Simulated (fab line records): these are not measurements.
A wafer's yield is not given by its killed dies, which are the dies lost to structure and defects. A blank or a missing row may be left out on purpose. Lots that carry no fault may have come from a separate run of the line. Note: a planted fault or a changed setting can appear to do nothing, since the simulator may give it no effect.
The tool behind it: which one? | flow nandHarc | 42 wafers from 14 lots sampled at 6 of the route's 1302 steps

WHAT THE GAUGES READ, wafer by wafer
NHARC_P_ZERO_WELL_INSPECT_43.
lot  | measured     | on               | rawDefectCount
L807 | day 2 13:58  | defectInspect-02 | 5 4 6
L808 | day 2 23:43  | defectInspect-01 | 22 13 9
L809 | day 3 09:26  | defectInspect-02 | 18 21 11
L810 | day 3 20:02  | defectInspect-02 | 10 13 19
L811 | day 4 07:41  | defectInspect-01 | 18 18 17
L812 | day 4 15:26  | defectInspect-02 | 13 26 24
L813 | day 5 01:44  | defectInspect-01 | 12 27 13
L814 | day 5 11:33  | defectInspect-02 | 5 6 11
L816 | day 6 07:41  | defectInspect-02 | 11 19 13
L817 | day 6 17:38  | defectInspect-01 | 8 12 16
L819 | day 7 13:35  | defectInspect-01 | 10 11 3
L821 | day 8 09:38  | defectInspect-02 | 9 10 13
L822 | day 8 19:27  | defectInspect-02 | 27 10 20
L829 | day 11 17:40 | defectInspect-01 | 17 12 15

NHARC_P_STI_CD_MEAS_09: the cd target is 200 nm.
lot  | measured     | on       | cdNm (nm)
L807 | day 3 05:26  | cdSem-02 | 199.0 202.0 201.5
L808 | day 3 16:31  | cdSem-02 | 202.1 201.3 198.8
L809 | day 3 23:55  | cdSem-03 | 200.5 200.7 199.4
L810 | day 4 13:21  | cdSem-01 | 201.9 201.2 200.0
L811 | day 4 23:28  | cdSem-03 | 201.8 199.3 199.9
L812 | day 5 07:23  | cdSem-03 | 202.2 202.1 199.7
L813 | day 5 16:56  | cdSem-01 | 199.6 198.9 202.4
L814 | day 6 04:40  | cdSem-01 | 201.6 200.6 200.4
L816 | day 7 04:01  | cdSem-02 | 201.0 200.0 200.9
L817 | day 7 10:10  | cdSem-03 | 201.9 200.2 201.6
L819 | day 8 04:03  | cdSem-02 | 199.0 204.0 201.0
L821 | day 9 00:23  | cdSem-02 | 68.2 69.0 68.9
L822 | day 9 11:07  | cdSem-03 | 71.0 72.4 72.7
L829 | day 12 09:50 | cdSem-02 | 199.6 201.8 201.0

NHARC_P_STI_OCD_MEAS_17.
lot  | measured     | on     | trenchFootCdNm (nm)
L807 | day 3 06:14  | ocd-02 | 157.7 159.5 159.4
L808 | day 3 17:18  | ocd-02 | 159.9 159.7 157.0
L809 | day 4 00:42  | ocd-01 | 157.8 159.0 157.5
L810 | day 4 14:08  | ocd-01 | 160.0 159.1 158.5
L811 | day 5 00:16  | ocd-02 | 159.8 158.7 157.8
L812 | day 5 08:10  | ocd-01 | 160.6 159.9 158.0
L813 | day 5 17:43  | ocd-02 | 159.2 157.1 161.8
L814 | day 6 05:27  | ocd-02 | 160.1 158.3 157.3
L816 | day 7 04:48  | ocd-01 | 158.7 157.9 159.4
L817 | day 7 10:59  | ocd-02 | 159.9 158.8 161.3
L819 | day 8 04:50  | ocd-02 | 157.0 162.4 159.1
L821 | day 9 01:10  | ocd-01 | 26.1 27.5 25.8
L822 | day 9 11:55  | ocd-02 | 29.5 30.9 30.8
L829 | day 12 10:40 | ocd-01 | 158.4 159.9 158.2

NHARC_P_STI_OCD_MEAS_43.
lot  | measured     | on     | trenchFootCdNm (nm)
L807 | day 3 06:44  | ocd-01 | 157.5 159.5 158.2
L808 | day 3 17:49  | ocd-01 | 160.3 159.8 157.1
L809 | day 4 01:13  | ocd-02 | 157.7 159.3 158.1
L810 | day 4 14:40  | ocd-02 | 160.0 159.4 158.2
L811 | day 5 00:47  | ocd-01 | 160.2 158.4 158.1
L812 | day 5 08:40  | ocd-02 | 160.0 160.4 157.3
L813 | day 5 18:14  | ocd-01 | 159.1 156.8 162.2
L814 | day 6 05:57  | ocd-01 | 159.9 158.5 157.5
L816 | day 7 05:18  | ocd-02 | 159.0 157.8 159.4
L817 | day 7 11:29  | ocd-01 | 159.8 159.3 161.0
L819 | day 8 05:20  | ocd-01 | 157.2 162.0 159.7
L821 | day 9 01:40  | ocd-02 | 25.8 27.4 26.7
L822 | day 9 12:25  | ocd-01 | 29.0 31.6 31.3
L829 | day 12 11:10 | ocd-01 | 158.1 160.5 158.1

TOOL THAT RAN EACH LOT (tool first, then ch and the chambers of the sampled wafers, then the start)
lot  | NHARC_P_ZERO_WELL_DESCUM_39       | NHARC_P_STI_PEB_07
L807 | rieDiel-11 ch 0,1, day 2 10:39    | lithoTrack-07 ch 0, day 3 05:22
L808 | rieDiel-07 ch 0,2, day 2 20:26    | lithoTrack-02 ch 0, day 3 16:25
L809 | rieDiel-07 ch 0,2,3, day 3 06:08  | lithoTrack-03 ch 0, day 3 23:50
L810 | rieDiel-07 ch 0,1, day 3 16:12    | lithoTrack-02 ch 0, day 4 13:16
L811 | rieDiel-07 ch 0,2, day 4 04:24    | lithoTrack-03 ch 0, day 4 23:22
L812 | rieDiel-06 ch 1,2, day 4 12:07    | lithoTrack-02 ch 0, day 5 07:17
L813 | rieDiel-11 ch 0,2,3, day 4 22:26  | lithoTrack-07 ch 0, day 5 16:51
L814 | rieDiel-11 ch 0,2,3, day 5 08:08  | lithoTrack-07 ch 0, day 6 04:35
L816 | rieDiel-11 ch 0,2,3, day 6 04:23  | lithoTrack-03 ch 0, day 7 03:56
L817 | rieDiel-07 ch 0,1, day 6 14:15    | lithoTrack-03 ch 0, day 7 10:04
L819 | rieDiel-07 ch 2,3, day 7 10:19    | lithoTrack-03 ch 0, day 8 03:58
L821 | rieDiel-11 ch 0,1,2, day 8 06:19  | lithoTrack-03 ch 0, day 9 00:17
L822 | rieDiel-07 ch 1,2,3, day 8 16:08  | lithoTrack-03 ch 0, day 9 11:02
L829 | rieDiel-06 ch 0,2,3, day 11 14:23 | lithoTrack-02 ch 0, day 12 09:45
- NHARC_P_ZERO_WELL_DESCUM_39: chemistry O2, time 3 s.
- NHARC_P_STI_PEB_07: peb time 80 s.

WHAT THE TOOLS THEMSELVES READ (means of the sampled wafers that have a number; where no wafer has one, the mark that the record gives instead)
NHARC_P_ZERO_WELL_DESCUM_39.
lot  | tool       | drypumpMotorCurrentA (A) | oesProductAu (a.u.) | rfVppV (V) | showerheadPlenumPTorr (Torr) | throttleValvePct (%)
L807 | rieDiel-11 | 6.2                      | 0.988               | 57.6       | 1.78                         | 11.304
L808 | rieDiel-07 | 6.0                      | 0.998               | 57.8       | 1.92                         | 11.305
L809 | rieDiel-07 | 5.8                      | 0.999               | 57.7       | 1.94                         | 11.315
L810 | rieDiel-07 | 6.5                      | 0.998               | 56.8       | 1.84                         | 11.312
L811 | rieDiel-07 | 6.0                      | 0.994               | 57.3       | 1.92                         | 11.310
L812 | rieDiel-06 | 5.4                      | 0.990               | 58.2       | 1.93                         | 11.307
L813 | rieDiel-11 | 5.9                      | 1.007               | 57.6       | 1.92                         | 11.307
L814 | rieDiel-11 | 5.9                      | 1.009               | 57.2       | 1.91                         | 11.311
L816 | rieDiel-11 | 5.8                      | 1.004               | 57.1       | 1.91                         | 11.314
L817 | rieDiel-07 | 6.5                      | 1.000               | 57.4       | 1.83                         | 11.314
L819 | rieDiel-07 | 5.6                      | 1.004               | 56.9       | 1.95                         | 11.312
L821 | rieDiel-11 | 5.9                      | 1.001               | 57.1       | 1.87                         | 11.314
L822 | rieDiel-07 | 6.0                      | 1.015               | 57.9       | 1.92                         | 11.313
L829 | rieDiel-06 | 5.7                      | 0.992               | 58.6       | 1.93                         | 11.307

NHARC_P_STI_PEB_07.
lot  | tool          | heaterPowerTotalW (W)
L807 | lithoTrack-07 | 190.5
L808 | lithoTrack-02 | 190.0
L809 | lithoTrack-03 | 189.6
L810 | lithoTrack-02 | 189.4
L811 | lithoTrack-03 | 189.5
L812 | lithoTrack-02 | 189.9
L813 | lithoTrack-07 | 189.3
L814 | lithoTrack-07 | 190.3
L816 | lithoTrack-03 | 189.0
L817 | lithoTrack-03 | 190.6
L819 | lithoTrack-03 | 190.1
L821 | lithoTrack-03 | 490.8
L822 | lithoTrack-03 | 491.1
L829 | lithoTrack-02 | 189.6

THE ANSWER, worked out from the rows above alone
Rule: usual is defined by the lots themselves. Put in order of their means at a reading, lots are off if they are a third of the lots or fewer, leave a main group of 4 or more, and stand apart from it by a gap of 3 or more times the standard deviation of the main group's means; of several such gaps the widest counts. If all means in a main group match to the digits the tables above print for the reading, that group is not used. A lot without any number at a reading at which 4 lots or more have one is off too. Any other lot the step has rows for is counted as sound. After the gauges, taken in route order, come the tools' own readings; for these a lot's mean is taken, as printed above. At the first step where some lot is off, the reading lying furthest off is the one used; lots without a number count as furthest.
Off, at NHARC_P_STI_CD_MEAS_09 on cdNm: L821, L822. Main group: mean 200.8 nm, sd 0.37.
A tool fits if, at a process step before that reading, it ran every lot that is off, and no sound lot after the first of them. Not tried: the gauges at NHARC_P_STI_CD_MEAS_09; whatever is off there is also off at NHARC_P_STI_OCD_MEAS_17, on other tools, and gauge error can't account for it. One fits: NHARC_P_STI_PEB_07 on lithoTrack-03. A fault onset in the window from L819 (day 8 03:58, its last sound lot) to L821 (day 9 00:17, its first lot off) fits.
On the lots that are off, the tool's own readings at NHARC_P_STI_PEB_07 differ by more than 5 times the standard deviation of the sound lots' means, which bears it out; heaterPowerTotalW reads 491.0 W there versus 189.8 W on the sound lots.

WHAT THE SIMULATOR HAD PUT IN
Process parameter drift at NHARC_P_STI_PEB_07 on lithoTrack-03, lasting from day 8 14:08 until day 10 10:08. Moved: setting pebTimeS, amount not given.
Lots struck among those shown: L821, L822. Same finding as the rule above.
